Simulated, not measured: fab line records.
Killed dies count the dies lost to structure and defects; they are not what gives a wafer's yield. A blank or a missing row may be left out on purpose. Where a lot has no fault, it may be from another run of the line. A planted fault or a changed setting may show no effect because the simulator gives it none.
Matching of chambers    flow n5-finfet    N5_BEOL_M0_SAQP_SPACER2_ALD_26 on ald-sin-03 has 4 sister chambers
The step deposits SiO2, target thk 15 nm, pulse time 1 s, purge time 2 s. 8 wafers are shown with their chamber, then 10 later ones without.

## EACH WAFER AND ITS CHAMBER
wafer   chamber  heater-power-w (W)  precursor-pulse-height-rel
L083.4  3        432                 1.019
L085.2  2        408                 0.992
L085.6  1        475                 1.007
L086.2  3        432                 1.001
L086.3  2        420                 1.011
L086.4  0        523                 1.013
L087.2  0        517                 1.033
L087.4  1        477                 0.999

## WAFERS MISSING THEIR CHAMBER
wafer   heater-power-w (W)  precursor-pulse-height-rel
L087.6  467                 0.987
L089.1  534                 0.980
L089.5  543                 0.995
L089.6  429                 1.013
L094.2  508                 1.006
L094.5  533                 1.004
L094.6  468                 1.004
L095.1  427                 0.979
L095.3  521                 1.045
L095.4  465                 0.985

## THE CHAMBER EACH PASSED THROUGH
wafer    from the rows above       in truth
L087.6   1                         1
L089.1   0                         0
L089.5   0                         0
L089.6   3                         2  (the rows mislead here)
L094.2   0                         0
L094.5   0                         0
L094.6   1                         1
L095.1   can't be placed: 3 or 2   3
L095.3   0                         0
L095.4   1                         1
Correctly placed: 8 of 10. Can't be placed from these rows: 1 (the true chamber is among the candidates in 1). Number placed wrongly: 1.
How it was worked out, from the rows above alone: a wafer's distance from a chamber is the root of the sum, over the readings, of the square of ((its reading less the chamber's mean) divided by the reading's scatter). The wafer belongs to the nearest chamber; if the next one is less than 2 further off, it can't be placed. The mean given for a chamber averages the wafers shown for that chamber. The scatter: the root of (the sum of the squares of (reading less its chamber's mean) over the shown wafers, divided by (wafers less chambers)).
